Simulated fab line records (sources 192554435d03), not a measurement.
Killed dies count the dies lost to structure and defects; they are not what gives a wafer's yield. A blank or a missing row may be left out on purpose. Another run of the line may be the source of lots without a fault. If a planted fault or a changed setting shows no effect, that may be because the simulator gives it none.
Struck lot and sound lot, side by side / flow n5 finfet / 27 steps out of a route of 1938
Sound: the wafers L306.3, L306.4, L306.5. Struck: wafers L317.3, L317.6 (left out: L317.2, a lot-mate that was not struck); the cause follows at the end.
For every step that has rows: the tool of each side, followed by ch and its chambers, followed by its first start. Under that, the readings that differ: sound wafers / struck wafers / difference of the means / sigmas: that difference in standard deviations of wafers without a fault.
alike: a reading whose means differ by less than 2 such deviations, as well as words and numbers matching on both sides. not compared: withheld readings; readings where some wafer has no value; bounds like >300 that might hide an equal value; numbers whose values overlap and for which the record gives no deviation.
Wherever a step has rows on one side only, a row that says differs or no value, or a row with sigmas, the two part there. Numbers that have no deviation but don't overlap get no sigmas and don't part them. A reading that every wafer of one side lacks parts them only if that side has two wafers or more.

first, 9 steps without rows for these wafers: N5_BEOL_M5_COAT_05 (resist thk 30 nm); N5_BEOL_M5_EBR_07; N5_BEOL_M5_SOFTBAKE_06 (time 60 s); N5_BEOL_M5_EXPOSE_08 (exposes mask M5, target cd 28 nm); N5_BEOL_M5_PEB_09 (peb time 60 s); N5_BEOL_M5_DEVELOP_10 (develop time 30 s); N5_BEOL_M5_DESCUM_16 (chemistry O2, time 7 s); N5_BEOL_M5_ETCH_72 (etches underlayer in N2/H2, target depth 6.5 nm, time 5.2 s); N5_BEOL_M5_ETCH_61 (etches SiARC in CF4, target depth 15.6 nm, time 26 s).
N5_BEOL_M5_ETCH_62: etches SOC in N2/H2, target depth 75 nm, overetch 15 nm, time 112.5 s.
  sound on rie diel-06 ch 1,3, day 8 11:35; struck on rie diel-06 ch 0, day 11 07:20
reading=oes product au (a.u.); sound=0.53 0.69 0.53; struck=0.73 0.72; difference=+0.14; sigmas=+2
  alike: bias w, chamber pressure mTorr, drypump motor current A, rf vpp V, showerhead plenum p Torr, throttle valve pct
  not compared: rf hours counter h
then, 14 steps without rows for these wafers: N5_BEOL_M5_STRIP_63 (strips in N2/H2); N5_BEOL_M5_STRIP_73 (strips in N2/H2); N5_BEOL_M5_STRIP_64 (strips in CF4); N5_BEOL_M5_HM_OPEN_17 (chemistry Cl2/BCl3, target TiN, target depth 20 nm, overetch 6 nm); N5_BEOL_M5_STRIP_19 (strips in O2); N5_BEOL_M5_COAT_65 (time 60 s, resist thk 60 nm); N5_BEOL_M5_COAT_66 (time 60 s, resist thk 12 nm); N5_BEOL_M5_COAT_74 (time 60 s, resist thk 5 nm); N5_BEOL_M5_COAT_22 (resist thk 30 nm); N5_BEOL_M5_EBR_24; N5_BEOL_M5_SOFTBAKE_23 (time 60 s); N5_BEOL_M5_EXPOSE_25 (exposes mask V4, defocus 10 nm); N5_BEOL_M5_PEB_26 (peb time 60 s); N5_BEOL_M5_DEVELOP_27 (develop time 30 s).
N5_BEOL_M5_INSPECT_30: inspects for defects (brightfield).
  sound: defect inspect-02 at day 8 12:34; struck: defect inspect-01 at day 11 08:13
reading=raw defect count; sound=450 454 429; struck=1329 1123; difference=+782; sigmas=+8
then, 1 step without rows for these wafers: N5_BEOL_M5_DESCUM_33 (chemistry O2, time 7 s).
-- the record jumps here: 4 days lie between the struck wafers' starts before and after (it left off in module BEOL_M5 and takes up again in module PASSIVATION, whose first step shown is number 1936 of the route) --
N5_PASSIVATION_PROBE_49:
  sound: prober-01 at day 12 13:04; struck: prober-02 at day 15 16:44
reading=defect limited yield (%); sound=92.7 93.2 94.7; struck=78.5 79.3; difference=-14.6; sigmas=-10
reading=killed_at_M4_up; sound=11 13 12; struck=144 150; difference=+135; sigmas=+19
reading=killed at front end; sound=23 28 18; struck=49 42; difference=+22; sigmas=+2
reading=killed dies; sound=86 80 62; struck=254 244; difference=+173; sigmas=+10
reading=killed open; sound=51 49 49; struck=95 70; difference=+33; sigmas=+2
reading=sort_bin_5_function (%); sound=4.0 3.6 3.1; struck=13.6 12.9; difference=+9.7; sigmas=+9
reading=sort_bin_6_memory (%); sound=3.1 2.8 1.8; struck=5.8 4.5; difference=+2.6; sigmas=+4
reading=sort n pass; sound=1094 1100 1118; struck=926 936; difference=-173; sigmas=-10
reading=sort yield pct (%); sound=92.7 93.2 94.7; struck=78.5 79.3; difference=-14.6; sigmas=-10
  alike: killed_at_M0_to_M3, killed at contacts, killed at other, killed short, sort_bin_8_speed

== WHERE THEY PART ==
Last at N5_PASSIVATION_PROBE_49 as far as this record goes, first at N5_BEOL_M5_ETCH_62.

WHY: the cause the simulator had injected
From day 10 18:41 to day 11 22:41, rie diel-06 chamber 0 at N5_BEOL_M5_ETCH_62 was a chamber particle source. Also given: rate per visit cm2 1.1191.
